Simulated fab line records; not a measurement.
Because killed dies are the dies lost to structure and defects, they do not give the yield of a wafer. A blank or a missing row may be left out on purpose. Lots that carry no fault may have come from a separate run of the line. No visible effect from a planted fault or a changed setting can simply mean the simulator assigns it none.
Which of the tools did it?	flow n5-finfet	Sampling: 24 lots, 72 wafers, 3 of 1938 route steps

## WHAT EACH GAUGE READ, for each wafer
N5_BEOL_M4_RS_MEAS_58: a four-point-probe measurement. Usual: M4_RS typically reads 0.67 ohm/sq, with standard deviation 0.042.
lot	measured	on	M4_RS (ohm/sq)	flag
L074	day 8 08:22	film-metro-01	0.64 0.71 0.68	
L075	day 8 19:39	film-metro-01	0.71 0.69 0.68	
L076	day 9 02:42	film-metro-01	0.71 0.67 0.67	
L077	day 9 03:10	film-metro-01	0.75 0.73 0.77	
L078	day 9 04:52	film-metro-02	0.73 0.66 0.68	
L079	day 9 11:31	film-metro-02	0.73 0.77 0.69	
L083	day 10 14:44	film-metro-02	0.60 0.62 0.66	
L081	day 10 15:05	film-metro-01	0.66 0.67 0.67	
L082	day 10 19:03	film-metro-01	0.64 0.73 0.78	
L080	day 10 21:05	film-metro-02	0.68 0.66 0.66	
L084	day 11 02:20	film-metro-01	0.59 0.64 0.60	
L085	day 11 05:37	film-metro-01	0.61 0.63 0.62	
L086	day 11 22:34	film-metro-01	0.63 0.68 0.63	
L090	day 12 03:17	film-metro-01	0.63 0.70 0.66	
L087	day 12 18:23	film-metro-01	0.66 0.71 0.70	
L088	day 12 23:18	film-metro-01	0.58 0.69 0.59	
L089	day 13 03:35	film-metro-01	0.68 0.59 0.64	
L091	day 13 04:32	film-metro-01	0.63 0.74 0.65	
L092	day 14 01:29	film-metro-02	0.69 0.70 0.64	
L094	day 14 18:10	film-metro-01	0.61 0.73 0.63	
L097	day 14 20:52	film-metro-01	0.70 0.65 0.68	
L093	day 14 21:05	film-metro-01	0.67 0.64 0.68	
L096	day 15 01:35	film-metro-01	0.66 0.63 0.68	
L095	day 15 01:57	film-metro-02	0.67 0.66 0.63	

N5_BEOL_M5_CD_MEAS_18: pitch 56 nm, target cd 28 nm. Usual: cd-nm at 28.0 nm, with a standard deviation of 0.37.
lot	measured	on	cd-nm (nm)	flag
L074	day 8 11:58	cd-sem-03	28.2 28.4 27.9	
L075	day 9 00:49	cd-sem-02	28.2 27.7 28.1	
L076	day 9 06:55	cd-sem-01	28.0 28.6 28.2	
L077	day 9 06:57	cd-sem-01	28.1 27.5 28.2	
L078	day 9 10:13	cd-sem-03	27.7 28.1 28.6	
L079	day 9 15:29	cd-sem-02	28.8 28.4 27.8	
L083	day 10 20:17	cd-sem-03	27.9 28.5 28.0	
L081	day 10 20:20	cd-sem-01	28.5 27.6 27.9	
L082	day 10 21:54	cd-sem-02	28.3 28.4 27.3	
L080	day 11 02:26	cd-sem-02	28.3 28.2 28.3	
L084	day 11 09:02	cd-sem-03	28.0 28.0 28.3	
L085	day 11 09:29	cd-sem-02	27.9 27.1 28.1	
L086	day 12 01:14	cd-sem-01	28.2 28.7 27.6	
L090	day 12 06:00	cd-sem-02	27.9 28.3 27.8	
L087	day 12 21:23	cd-sem-01	27.8 28.0 27.2	
L088	day 13 04:14	cd-sem-01	27.8 28.8 28.2	
L089	day 13 07:20	cd-sem-01	27.5 28.3 28.0	
L091	day 13 07:31	cd-sem-02	28.1 28.1 28.0	
L092	day 14 04:38	cd-sem-02	28.4 27.7 28.4	
L094	day 14 21:19	cd-sem-03	27.6 28.4 27.3	
L097	day 15 00:23	cd-sem-01	28.0 27.7 27.9	
L093	day 15 00:40	cd-sem-02	28.3 27.9 27.3	
L096	day 15 04:51	cd-sem-03	28.2 28.0 27.5	
L095	day 15 04:57	cd-sem-01	27.7 27.5 27.6	

## TOOL THAT RAN EACH LOT (tool first, then ch and the chambers of the sampled wafers, then the start)
lot	N5_BEOL_M5_ILD_DEP_00
L074	pecvd-03 ch 0,1,2, day 8 09:23
L075	pecvd-03 ch 1,2, day 8 20:40
L076	pecvd-01 ch 0,2, day 9 03:43
L077	pecvd-04 ch 1,2, day 9 04:11
L078	pecvd-04 ch 0,1,2, day 9 05:53
L079	pecvd-04 ch 0,1,2, day 9 12:31
L083	pecvd-01 ch 0,1,2, day 10 15:45
L081	pecvd-04 ch 0,1,2, day 10 16:07
L082	pecvd-01 ch 1,2, day 10 20:04
L080	pecvd-03 ch 1,2, day 10 22:05
L084	pecvd-03 ch 0,1,2, day 11 03:26
L085	pecvd-03 ch 0,2, day 11 06:38
L086	pecvd-03 ch 0,2, day 11 23:35
L090	pecvd-04 ch 1,2, day 12 04:17
L087	pecvd-03 ch 0,1, day 12 19:25
L088	pecvd-01 ch 0,1,2, day 13 00:19
L089	pecvd-03 ch 0,1,2, day 13 04:37
L091	pecvd-04 ch 0,1,2, day 13 05:33
L092	pecvd-03 ch 0,1,2, day 14 02:30
L094	pecvd-03 ch 1,2, day 14 19:10
L097	pecvd-03 ch 0,1,2, day 14 21:53
L093	pecvd-04 ch 0,1,2, day 14 22:07
L096	pecvd-04 ch 0,2, day 15 02:36
L095	pecvd-03 ch 0,1, day 15 02:59
- N5_BEOL_M5_ILD_DEP_00: deposits SiCOH lowk from DEMS/porogen, target thk 140.64 nm, time 25.9 s.

## AS READ BY THE TOOLS THEMSELVES (means over the sampled wafers that have a number; for cases with no such wafer, the mark the record gives instead)
N5_BEOL_M5_ILD_DEP_00. Usual: heater-power-w 320 W, standard deviation 52; rf-fwd-power-W 493.6 W, standard deviation 2.1; showerhead-plenum-p-Torr 5.733 Torr, standard deviation 0.016; susceptor-temp-C 299.99 C, standard deviation 0.19; throttle-valve-pct 14.1 %, standard deviation 0.61.
lot	tool	heater-power-w (W)	rf-fwd-power-W (W)	showerhead-plenum-p-Torr (Torr)	susceptor-temp-C (C)	throttle-valve-pct (%)	flag
L074	pecvd-03	328	494.9	5.723	299.97	14.0	
L075	pecvd-03	402	493.8	5.747	300.10	14.3	
L076	pecvd-01	371	495.4	5.729	300.03	13.5	
L077	pecvd-04	284	495.5	5.735	299.99	14.3	
L078	pecvd-04	271	492.4	5.729	300.09	14.1	
L079	pecvd-04	309	493.6	5.731	299.95	14.2	
L083	pecvd-01	347	495.1	5.747	300.06	14.3	
L081	pecvd-04	278	493.4	5.713	300.02	14.2	
L082	pecvd-01	337	493.9	5.740	300.09	15.0	
L080	pecvd-03	380	491.6	5.751	299.94	14.0	
L084	pecvd-03	340	493.5	5.739	300.20	14.2	
L085	pecvd-03	313	493.6	5.722	299.80	13.6	
L086	pecvd-03	284	494.2	5.738	300.06	13.7	
L090	pecvd-04	268	494.7	5.725	299.90	14.3	
L087	pecvd-03	357	494.1	5.739	299.95	14.4	
L088	pecvd-01	372	493.6	5.739	299.92	14.2	
L089	pecvd-03	338	492.9	5.737	300.01	14.1	
L091	pecvd-04	285	493.6	5.717	300.07	14.1	
L092	pecvd-03	332	493.7	5.735	300.02	14.2	
L094	pecvd-03	333	490.9	5.739	300.13	14.2	
L097	pecvd-03	350	491.0	5.742	299.80	14.0	
L093	pecvd-04	291	495.0	5.719	299.95	14.1	
L096	pecvd-04	300	494.1	5.736	299.86	14.2	
L095	pecvd-03	312	495.9	5.752	300.02	14.4	

## THE ANSWER, worked out from the rows above alone
Rule: a lot is off if the mean of its wafers that have a number lies more than 3 standard deviations from the usual mean. Also off: a lot with no number at a reading for which 4 or more lots have one. All remaining lots with rows at the step are treated as sound. First the gauges in route order, then the tools' own readings, where a lot's mean is used as printed above. The first step at which some lot is off is used, and at that step the reading that is off furthest; a lot without a number counts as furthest.
No lot is off at any reading shown: from this, nothing can be told.

## WHAT THE SIMULATOR HAD PUT IN
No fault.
